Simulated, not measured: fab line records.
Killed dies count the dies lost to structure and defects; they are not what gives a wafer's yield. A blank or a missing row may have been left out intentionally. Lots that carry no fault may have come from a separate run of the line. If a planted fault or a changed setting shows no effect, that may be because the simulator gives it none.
fab line records | flow n5_finfet
record lots=7 | wafers=18 | last_day=18
route steps=1938 shown BEOL_M13@1693
lots that met no fault: taken from a fault-free run of the same line
start_h: hours from the record's first day to the start of the lot's first wafer shown | wait_h: time in hours since the lot's previous step | " unchanged from the row above | L1.1+2: a row that stands for several wafers | - either no value or no given start | * or withheld: withheld | < > ~ a bound
route shown NAME@n: a module of which the file shows steps, and the number in the route of the first | usual: mean/standard deviation taken from wafers without a fault | same: alike in all rows | chamber/n: place in a boat | sites: the reading at each site | _std_site: their standard deviation | _edge_site: inner sites' mean taken away from outer sites' mean | radius_mm: for every site, how far away it sits from the centre of the wafer | mask NAME#n: copy n | behind: the last tool/chamber to shape the wafer | hold: why the lot was held/for how many hours/how that ended | device: which transistor (n, p or np) failed to switch | end of line: the tests these same wafers got at the end of their route | for a step that has no rows: nothing shown but its recipe | killed: not the wafer's yield, but the dies lost to structure and defects at the first sort | map: a wafer's dies, marking killed ones x, the rest . and places with no die _
set.NAME: the setting the step ran with; set.NAME@STEP: the setting that earlier step ran with | model.NAME: the simulator's own value behind a step, which no gauge read
certain route steps with their lots: each step a table, each wafer a row
services: the hour from which a tool's chamber was out of use, counted from the record's first day as start_h (under 0 if before that day), plus the number of hours and why
## steps
# step N5_BEOL_M13_ETCH_67
# recipe chemistry=CF4 | target=SiARC | target_depth_a=1430 | time_s=238.3 | ion_energy_ev=80 | pressure_mtorr=40 | source_w=545 | bias_w=36 | Ar_flow_sccm=100 | cf4_flow_sccm=100 | ends=cleared
# step N5_BEOL_M13_ETCH_68
# recipe chemistry=N2/H2 | target=SOC | mask_material=SiARC | source_w=3000 | bias_w=350 | temp_c=40 | time_s=355 | ion_energy_ev=200 | pressure_mtorr=30 | n2_flow_sccm=200 | h2_flow_sccm=200
# step N5_BEOL_M13_STRIP_69
# recipe chemistry=N2/H2 | temp_c=40 | n2_flow_sccm=200 | h2_flow_sccm=200 | rf_frequency_hz=6e+07
# step N5_BEOL_M13_TRENCH_ETCH_34
# recipe chemistry=C4F8/O2/Ar | target=SiOC | target_depth_a=4134.7 | mask_material=SOC | pressure_mtorr=30 | source_w=3000 | bias_w=700 | Ar_flow_sccm=400 | C4F8_flow_sccm=15 | O2_flow_sccm=8 | he_inner_torr=15 | he_outer_torr=30 | time_s=162.6 | ion_energy_ev=250
# usual C4F8_flow_sccm=15.00/0.042 | drypump_motor_current_A=5.7/0.52 | he_outer_torr=30.00/0.063 | oes_product_au=0.78/0.086 | rf_vpp_V=667/3.4 | showerhead_plenum_p_Torr=3.47/0.12 | throttle_valve_pct=24.19/0.25
lot.wafer | tool        | chamber | start_h | wait_h | C4F8_flow_sccm | drypump_motor_current_A | he_outer_torr | oes_product_au | rf_hours_counter_h | rf_vpp_V | showerhead_plenum_p_Torr | throttle_valve_pct
L801.2    | rie_diel-02 | 2       | 250.01  | 0.0    | 14.96          | 5.0                     | 29.91         | 0.93           | 23                 | 673      | 3.65                     | 24.03
L801.4    | "           | 3       | "       | "      | 14.96          | 5.5                     | 30.03         | 0.74           | 172                | 668      | 3.53                     | 24.44
L801.5    | "           | 1       | "       | "      | 15.00          | 5.7                     | 29.97         | 0.95           | -                  | 670      | 3.59                     | 24.31
L802.2    | rie_diel-02 | 0       | 262.31  | 0.0    | 15.02          | 5.2                     | 29.97         | 0.72           | 180                | 669      | 3.51                     | 24.53
L802.4    | "           | 3       | "       | "      | 15.02          | 5.5                     | 30.03         | 0.73           | 174                | 668      | 3.53                     | 24.42
L802.6    | "           | 0       | "       | "      | 14.96          | 5.2                     | 30.00         | 0.72           | -                  | 669      | 3.51                     | 24.52
L808.4    | rie_diel-02 | 2       | 310.54  | 0.0    | 15.00          | 5.0                     | 30.11         | 0.88           | 38                 | 670      | 3.64                     | 24.05
L808.5    | "           | 2       | "       | "      | 14.99          | 5.0                     | 30.09         | 0.89           | -                  | 671      | 3.64                     | 24.06
L811.3    | rie_diel-06 | 3       | 321.91  | 0.0    | 15.03          | 6.5                     | 30.07         | 0.71           | 199                | 669      | 3.51                     | 23.98
L811.4    | "           | 2       | "       | "      | 15.03          | 5.9                     | 30.00         | 0.88           | 27                 | 664      | 3.33                     | 24.06
L812.3    | rie_diel-05 | 1       | 327.93  | 0.0    | 14.99          | 5.7                     | 29.94         | 0.81           | 92                 | 666      | 3.42                     | 24.15
L812.4    | "           | 2       | "       | "      | 15.03          | 5.0                     | 29.81         | 0.69           | -                  | 669      | 3.52                     | 24.82
L816.1    | rie_diel-05 | 0       | 360.01  | 0.0    | 15.05          | 6.1                     | 29.91         | 0.93           | 8                  | 672      | 3.60                     | 24.02
L816.3    | "           | 1       | "       | "      | 15.05          | 5.7                     | 29.96         | 0.80           | 105                | 666      | 3.41                     | 24.17
L816.5    | "           | 1       | "       | "      | 15.06          | 5.7                     | 29.94         | 0.80           | -                  | 666      | 3.41                     | 24.17
L820.2    | rie_diel-05 | 1       | 386.23  | 0.0    | 14.98          | 5.7                     | 30.01         | 0.78           | 114                | 664      | 3.41                     | 24.17
L820.3    | "           | 3       | "       | "      | 14.95          | 5.6                     | 30.02         | 0.68           | 230                | 668      | 3.52                     | 24.09
L820.6    | "           | 3       | "       | "      | 15.05          | 5.6                     | 30.06         | 0.68           | -                  | 668      | 3.52                     | 24.09
# step N5_BEOL_M13_STRIP_70
# recipe chemistry=C4F8/O2/Ar | resist=SiARC | rf_frequency_hz=6e+07
# step N5_BEOL_M13_OCD_MEAS_35
# usual trench_depth_nm=413/6.2
lot.wafer | tool   | chamber | start_h | wait_h | trench_depth_nm
L801.2    | ocd-01 | -       | 250.18  | 0.0    | 424
L801.4    | "      | -       | "       | "      | 419
L801.5    | "      | -       | "       | "      | 424
L802.2    | ocd-02 | -       | 262.48  | 0.0    | 407
L802.4    | "      | -       | "       | "      | 413
L802.6    | "      | -       | "       | "      | 409
L808.4    | ocd-01 | -       | 310.72  | 0.0    | 416
L808.5    | "      | -       | "       | "      | 418
L811.3    | ocd-01 | -       | 322.09  | 0.0    | 405
L811.4    | "      | -       | "       | "      | 421
L812.3    | ocd-01 | -       | 328.11  | 0.0    | 415
L812.4    | "      | -       | "       | "      | 407
L816.1    | ocd-01 | -       | 360.18  | 0.0    | 421
L816.3    | "      | -       | "       | "      | 415
L816.5    | "      | -       | "       | "      | 417
L820.2    | ocd-02 | -       | 386.41  | 0.0    | 411
L820.3    | "      | -       | "       | "      | 401
L820.6    | "      | -       | "       | "      | 404
# step N5_BEOL_M13_STRIP_37
# recipe chemistry=N2/H2 | power_w=1000 | temp_c=250 | h2_frac=0.65 | overash_fraction=0.3 | pressure_mtorr=withheld | n2_flow_sccm=1750 | h2_flow_sccm=3250
# usual drypump_motor_current_A=5.9/0.69 | heater_power_w=345/20 | oes_product_au=0.785/0.01
lot.wafer | tool            | chamber | start_h | wait_h | drypump_motor_current_A | heater_power_w | oes_product_au | rf_hours_counter_h
L801.2    | plasma_asher-02 | 1       | 250.25  | 0.1    | 5.7                     | 379            | 0.792          | 72
L801.4    | "               | 1       | "       | "      | 5.7                     | 378            | 0.781          | -
L801.5    | "               | 0       | "       | "      | 6.7                     | 341            | 0.778          | -
L802.2    | plasma_asher-01 | 0       | 262.52  | 0.0    | 6.1                     | 316            | 0.794          | 119
L802.4    | "               | 0       | "       | "      | 6.1                     | 343            | 0.769          | -
L802.6    | "               | 1       | "       | "      | 4.9                     | 340            | 0.791          | -
L808.4    | plasma_asher-02 | 0       | 310.77  | 0.1    | 6.7                     | 328            | 0.792          | -
L808.5    | "               | 1       | "       | "      | 5.7                     | 381            | 0.777          | -
L811.3    | plasma_asher-01 | 1       | 322.14  | 0.1    | 4.9                     | 337            | 0.778          | -
L811.4    | "               | 0       | "       | "      | 6.1                     | 319            | 0.799          | -
L812.3    | plasma_asher-01 | 0       | 328.17  | 0.1    | 6.1                     | 334            | 0.799          | -
L812.4    | "               | 1       | "       | "      | 4.9                     | 341            | 0.787          | -
L816.1    | plasma_asher-01 | 0       | 360.22  | 0.0    | 6.1                     | 332            | 0.789          | 136
L816.3    | "               | 0       | "       | "      | 6.1                     | 332            | 0.777          | -
L816.5    | "               | 0       | "       | "      | 6.2                     | 343            | 0.779          | -
L820.2    | plasma_asher-01 | 1       | 386.44  | 0.0    | 4.8                     | 340            | 0.784          | 141
L820.3    | "               | 0       | "       | "      | 6.2                     | 336            | 0.770          | -
L820.6    | "               | 1       | "       | "      | 4.9                     | 341            | 0.791          | -
# step N5_BEOL_M13_ETCH_38
# recipe chemistry=CF4/N2 | target=SiCN | target_depth_a=675 | taper_deg=2 | time_s=71.9 | ion_energy_ev=150 | mask_material=SiO2 | pressure_mtorr=40 | source_w=430 | bias_w=70 | Ar_flow_sccm=100 | cf4_flow_sccm=60 | n2_flow_sccm=60
# step N5_BEOL_M13_PRECLEAN_39
# recipe chemistry=residue_remover | time_s=60 | temp_c=40
# step N5_BEOL_M13_SRD_40
# recipe time_s=30 | temp_c=23 | rinse_liquid=diw | dry=n2_spin | spin_rpm=1500 | dry_time_s=30
# step N5_BEOL_M13_DEGAS_41
# recipe ambient=vacuum | temp_c=250 | time_s=60
# usual heater_power_w=329/31 | susceptor_temp_C=250.01/0.18
lot.wafer | tool           | chamber | start_h | wait_h | heater_power_w | susceptor_temp_C
L801.2    | pvd_sputter-02 | -       | 258.87  | 0.2    | 310            | 249.94
L801.4    | "              | -       | "       | "      | 364            | 249.81
L801.5    | "              | -       | "       | "      | 360            | 249.88
L802.2    | pvd_sputter-01 | -       | 268.50  | 0.3    | 297            | 249.93
L802.4    | "              | -       | "       | "      | 338            | 250.14
L802.6    | "              | -       | "       | "      | 297            | 250.07
L808.4    | pvd_sputter-01 | -       | 311.79  | 0.2    | 376            | 249.99
L808.5    | "              | -       | "       | "      | 370            | 249.67
L811.3    | pvd_sputter-01 | -       | 323.70  | 0.3    | 307            | 249.95
L811.4    | "              | -       | "       | "      | 332            | 249.84
L812.3    | pvd_sputter-01 | -       | 329.14  | 0.3    | 337            | 250.15
L812.4    | "              | -       | "       | "      | 298            | 250.16
L816.1    | pvd_sputter-02 | -       | 362.10  | 0.3    | 311            | 249.89
L816.3    | "              | -       | "       | "      | 364            | 250.16
L816.5    | "              | -       | "       | "      | 309            | 249.84
L820.2    | pvd_sputter-02 | -       | 388.97  | 0.6    | 334            | 249.67
L820.3    | "              | -       | "       | "      | 312            | 250.10
L820.6    | "              | -       | "       | "      | 339            | 249.65
# step N5_BEOL_M13_PRE_CLEAN_42
# recipe gas=H2/He | time_s=30 | temp_c=250
# step N5_BEOL_M13_SPUTTER_43
# recipe material=TaN | target_thk_a=150 | temp_c=50 | bias_v=168.6 | power_w=15000 | chamber_pressure_pa=0.12 | time_s=24.19
# usual susceptor_temp_C=50.01/0.12 | throttle_valve_pct=30.3/1.2
lot.wafer | tool           | chamber | start_h | wait_h | susceptor_temp_C | throttle_valve_pct | model.TaN_of_BEOL_M13_SPUTTER_43.thk_nm
L801.2    | pvd_sputter-02 | -       | 258.95  | 0.0    | 49.93            | 31.2               | 15
L801.4    | "              | -       | "       | "      | 50.26            | 29.9               | 15
L801.5    | "              | -       | "       | "      | 50.14            | 30.2               | 14.8
L802.2    | pvd_sputter-01 | -       | 268.58  | 0.0    | 49.97            | 28.9               | 15.2
L802.4    | "              | -       | "       | "      | 49.96            | 31.3               | 15.2
L802.6    | "              | -       | "       | "      | 50.12            | 29.0               | 15.2
L808.4    | pvd_sputter-01 | -       | 311.87  | 0.0    | -                | 30.0               | 11.8
L808.5    | "              | -       | "       | "      | -                | 30.1               | 11.8
L811.3    | pvd_sputter-01 | -       | 323.78  | 0.0    | 49.93            | 29.0               | 15.4
L811.4    | "              | -       | "       | "      | -                | 31.3               | 12
L812.3    | pvd_sputter-01 | -       | 329.22  | 0.0    | 50.00            | 31.4               | 15.2
L812.4    | "              | -       | "       | "      | -                | 29.3               | 12
L816.1    | pvd_sputter-02 | -       | 362.18  | 0.0    | 50.00            | 31.5               | 15
L816.3    | "              | -       | "       | "      | 49.99            | 30.2               | 15
L816.5    | "              | -       | "       | "      | 49.95            | 31.4               | 15
L820.2    | pvd_sputter-02 | -       | 389.06  | 0.0    | 49.90            | 27.7               | 15.2
L820.3    | "              | -       | "       | "      | 50.09            | 31.5               | 15
L820.6    | "              | -       | "       | "      | 50.02            | 27.8               | 15
# step N5_BEOL_M13_SPUTTER_44
# recipe material=Ta | target_thk_a=100 | temp_c=50 | bias_v=80 | power_w=15000 | chamber_pressure_pa=0.07 | time_s=16.13
# step N5_BEOL_M13_SPUTTER_45
# recipe material=Cu | target_thk_a=800 | temp_c=-20 | bias_v=60 | power_w=26000 | chamber_pressure_pa=0.13 | time_s=13.33
# usual susceptor_temp_C=-20.01/0.11 | throttle_valve_pct=30.3/1.2
lot.wafer | tool           | chamber | start_h | wait_h | susceptor_temp_C | throttle_valve_pct
L801.2    | pvd_sputter-02 | -       | 259.11  | 0.0    | -19.94           | 31.4
L801.4    | "              | -       | "       | "      | -20.09           | 29.9
L801.5    | "              | -       | "       | "      | -20.14           | 29.9
L802.2    | pvd_sputter-01 | -       | 268.74  | 0.0    | -20.28           | 29.2
L802.4    | "              | -       | "       | "      | -19.85           | 31.5
L802.6    | "              | -       | "       | "      | -20.26           | 29.0
L808.4    | pvd_sputter-01 | -       | 312.03  | 0.0    | -19.97           | 29.9
L808.5    | "              | -       | "       | "      | -19.95           | 30.0
L811.3    | pvd_sputter-01 | -       | 323.94  | 0.0    | -20.05           | 29.0
L811.4    | "              | -       | "       | "      | -20.07           | 31.2
L812.3    | pvd_sputter-01 | -       | 329.38  | 0.0    | -19.85           | 31.6
L812.4    | "              | -       | "       | "      | -19.93           | 28.9
L816.1    | pvd_sputter-02 | -       | 362.34  | 0.0    | -20.10           | 31.3
L816.3    | "              | -       | "       | "      | -20.00           | 29.7
L816.5    | "              | -       | "       | "      | -20.06           | 31.4
L820.2    | pvd_sputter-02 | -       | 389.23  | 0.0    | -20.07           | 27.8
L820.3    | "              | -       | "       | "      | -20.12           | 31.5
L820.6    | "              | -       | "       | "      | -20.04           | 27.9
# step N5_BEOL_M13_ECD_47
# recipe material=Cu | target_thk_a=9360
# step N5_BEOL_M13_ANNEAL_48
# recipe temp_c=225 | time_s=90 | ambient=N2
# usual wafer_temp_C_max=226.0/0.39
lot.wafer | tool          | chamber | start_h | wait_h | wafer_temp_C_max
L801.2    | rtp_anneal-01 | 0       | 259.90  | 0.6    | 226.1
L801.4    | "             | 0       | "       | "      | 226.3
L801.5    | "             | 0       | "       | "      | 226.2
L802.2    | rtp_anneal-02 | 0       | 269.06  | 0.2    | 225.7
L802.4    | "             | 0       | "       | "      | 226.1
L802.6    | "             | 0       | "       | "      | 225.7
L808.4    | rtp_anneal-02 | 0       | 312.44  | 0.2    | 225.5
L808.5    | "             | 0       | "       | "      | 225.9
L811.3    | rtp_anneal-02 | 0       | 324.31  | 0.2    | 226.0
L811.4    | "             | 0       | "       | "      | 225.8
L812.3    | rtp_anneal-02 | 0       | 329.94  | 0.3    | 225.3
L812.4    | "             | 0       | "       | "      | 225.4
L816.1    | rtp_anneal-02 | 0       | 362.62  | 0.1    | 225.9
L816.3    | "             | 0       | "       | "      | 225.8
L816.5    | "             | 0       | "       | "      | 225.8
L820.2    | rtp_anneal-02 | 0       | 389.55  | 0.2    | 226.0
L820.3    | "             | 0       | "       | "      | 225.7
L820.6    | "             | 0       | "       | "      | 225.7
# step N5_BEOL_M13_CMP_49
# recipe stop_on=SiOC | t_overpolish_s=17.1 | down_force_psi=1 | platen_rpm=50 | clearing_platen_down_force_psi=1.5 | clearing_platen_rpm=50 | post_cmp_clean=cu_alkaline | target_thk_nm=420 | clearing_platen_pad_velocity_m_s=0.99484 | pad_velocity_m_s=0.99484
# usual barrier_field_endpoint_s=30.5/0.79 | motor_current_A=5.9/0.55 | pad_life_wafers=820/610
lot.wafer | tool   | chamber | start_h | wait_h | barrier_field_endpoint_s | motor_current_A | pad_life_wafers
L801.2    | cmp-02 | 1       | 260.42  | 0.5    | 28.8                     | 5.6             | 43
L801.4    | "      | 3       | "       | "      | 29.2                     | 6.5             | 45
L801.5    | "      | 1       | "       | "      | 29.8                     | 5.4             | -
L802.2    | cmp-03 | 3       | 269.39  | 0.3    | 31.7                     | 6.1             | 1628
L802.4    | "      | 0       | "       | "      | 31.2                     | 5.3             | 1629
L802.6    | "      | 2       | "       | "      | 31.4                     | 6.3             | -
L808.4    | cmp-03 | 2       | 312.68  | 0.2    | 26.7                     | 6.1             | 1958
L808.5    | "      | 0       | "       | "      | 26.2                     | 5.3             | -
L811.4    | cmp-02 | 3       | 324.55  | 0.2    | 27.9                     | 6.3             | 529
L811.3    | "      | 0       | "       | "      | 30.4                     | 5.3             | 530
L812.3    | cmp-02 | 2       | 330.16  | 0.2    | 30.7                     | 5.7             | 588
L812.4    | "      | 1       | "       | "      | 27.0                     | 5.5             | 591
L816.3    | cmp-03 | 3       | 362.91  | 0.2    | 31.1                     | 5.9             | 126
L816.1    | "      | 0       | "       | "      | 32.0                     | 5.0             | 127
L816.5    | "      | 3       | "       | "      | 31.3                     | 5.7             | -
L820.3    | cmp-02 | 2       | 389.80  | 0.2    | 28.9                     | 5.9             | 954
L820.2    | "      | 0       | "       | "      | 28.4                     | 5.1             | 956
L820.6    | "      | 2       | "       | "      | 30.1                     | 5.9             | -
# step N5_BEOL_M13_THK_MEAS_50
# recipe thk_meas_gauge=xrf | reads=Cu_of_BEOL_M13_ECD_47
# usual M13_THK=432/7
lot.wafer | tool          | chamber | start_h | wait_h | M13_THK[nm]
L801.2    | film_metro-02 | -       | 260.68  | -      | 443
L801.4    | "             | -       | "       | "      | 436
L801.5    | "             | -       | "       | "      | 444
L802.2    | film_metro-01 | -       | 269.61  | -      | 425
L802.4    | "             | -       | "       | "      | 432
L802.6    | "             | -       | "       | "      | 425
L808.4    | film_metro-01 | -       | 312.90  | -      | 443
L808.5    | "             | -       | "       | "      | 447
L811.3    | film_metro-02 | -       | 324.81  | -      | 422
L811.4    | "             | -       | "       | "      | 442
L812.3    | film_metro-02 | -       | 330.45  | -      | 437
L812.4    | "             | -       | "       | "      | 428
L816.1    | film_metro-01 | -       | 363.21  | -      | 441
L816.3    | "             | -       | "       | "      | 433
L816.5    | "             | -       | "       | "      | 438
L820.2    | film_metro-02 | -       | 390.10  | -      | 425
L820.3    | "             | -       | "       | "      | 418
L820.6    | "             | -       | "       | "      | 415
## services
tool            | chamber | start_h | hours | kind
cmp-03          | -       | 235.84  | 10.2  | pm
cmp-02          | -       | 250.35  | 4.0   | pm
cmp-02          | -       | 254.35  | -     | consumable_replace:conditioner
cmp-02          | -       | 258.64  | 1.5   | repair
cmp-03          | -       | 261.17  | 4.2   | repair
rtp_anneal-01   | -       | 280.92  | 5.7   | pm
plasma_asher-01 | -       | 284.35  | 3.4   | repair
rie_diel-06     | 2       | 290.72  | 8.7   | repair
rie_diel-05     | 0       | 302.92  | 10.6  | repair
rie_diel-06     | 1       | 313.56  | 3.6   | repair
cmp-03          | -       | 318.55  | 6.7   | pm
rie_diel-06     | -       | 324.61  | 2.8   | pm
rie_diel-02     | 2       | 330.09  | 1.6   | repair
rie_diel-06     | 0       | 339.69  | 7.4   | repair
cmp-03          | -       | 342.58  | 4.0   | pm
plasma_asher-01 | -       | 351.36  | 2.0   | repair
rie_diel-05     | 2       | 353.39  | 15.3  | repair
cmp-02          | -       | 355.86  | 17.1  | pm
cmp-03          | -       | 376.84  | 1.3   | repair
plasma_asher-01 | -       | 377.96  | 0.4   | repair
cmp-02          | -       | 379.92  | 0.3   | repair
cmp-03          | -       | 381.34  | 2.6   | repair
rie_diel-05     | -       | 381.65  | 2.8   | pm
rie_diel-06     | 2       | 385.88  | 2.4   | repair
## key
first_sign step=N5_BEOL_M13_CMP_49 | reading=barrier_field_endpoint_s | direction=down | sigmas=4.5 | usual=30.5 | struck=26.9
effect none on later readings
model_effect step=N5_BEOL_M13_SPUTTER_43 | value=TaN_of_BEOL_M13_SPUTTER_43.thk_nm | without=15.25 | struck=11.9
met_at N5_BEOL_M13_SPUTTER_43
struck_wafers L808.4,L808.5,L811.4,L812.4
onset_between 268.58 311.87
fault kind=process_parameter_drift | tool=pvd_sputter-01 | chamber=- | onset_h=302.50 | steps=N5_BEOL_M13_SPUTTER_43 | channel=time_s | offset=* | shape=step | end_h=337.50 | scope=struck_wafers_only | acts_in=* | stated=*
